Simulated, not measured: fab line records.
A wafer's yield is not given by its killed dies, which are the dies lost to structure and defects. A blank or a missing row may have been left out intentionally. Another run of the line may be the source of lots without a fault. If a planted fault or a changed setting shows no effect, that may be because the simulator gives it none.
Matching of chambers | flow nand_harc | NHARC_A_STAIRCASE_ALD_420 on ald_hk-03 has 4 sister chambers
The step deposits SiO2, target thk 20 nm, pulse time 6 s, ald cycles 200. 8 wafers are shown with their chamber, then 12 later ones without.

EACH WAFER AND ITS CHAMBER
wafer  | chamber | heater_power_outer_w (W) | heater_power_w (W)
L087.4 | 0       | 230                      | 436
L087.5 | 1       | 242                      | 439
L086.1 | 2       | 248                      | 438
L086.4 | 1       | 244                      | 448
L086.6 | 3       | 289                      | 507
L088.2 | 3       | 290                      | 511
L088.3 | 2       | 252                      | 447
L088.6 | 0       | 228                      | 439

WAFERS WITH NO CHAMBER GIVEN
wafer  | heater_power_outer_w (W) | heater_power_w (W)
L093.1 | 236                      | 446
L093.2 | 283                      | 518
L093.6 | 255                      | 449
L092.1 | 246                      | 444
L092.3 | 253                      | 461
L092.4 | 290                      | 501
L097.2 | 235                      | 440
L097.4 | 243                      | 455
L097.6 | 253                      | 445
L094.1 | 227                      | 441
L094.4 | 250                      | 455
L094.6 | 291                      | 508

WHICH CHAMBER EACH ONE RAN IN
wafer  | from the rows above     | in truth
L093.1 | can't be placed: 1 or 0 | 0
L093.2 | 3                       | 3
L093.6 | 2                       | 2
L092.1 | can't be placed: 1 or 2 | 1
L092.3 | 2                       | 2
L092.4 | 3                       | 3
L097.2 | can't be placed: 0 or 1 | 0
L097.4 | 1                       | 1
L097.6 | 2                       | 2
L094.1 | 0                       | 0
L094.4 | 2                       | 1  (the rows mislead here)
L094.6 | 3                       | 3
Placed correctly: 8 of 12. Unplaceable from these rows: 3, with the true chamber sitting among the candidates in 3. Placed wrongly: 1.
How it was worked out, from the rows above alone: a wafer's distance from a chamber is the root of the sum, over the readings, of the square of ((its reading less the chamber's mean) divided by the reading's scatter). If the next closest chamber is less than 2 further off than the closest, the wafer can't be placed; otherwise it belongs to the closest. Each chamber's mean is taken over the wafers shown for it. The scatter is the square root of a quotient: the sum, over the shown wafers, of each reading's squared deviation from its chamber's mean, divided by wafers minus chambers.
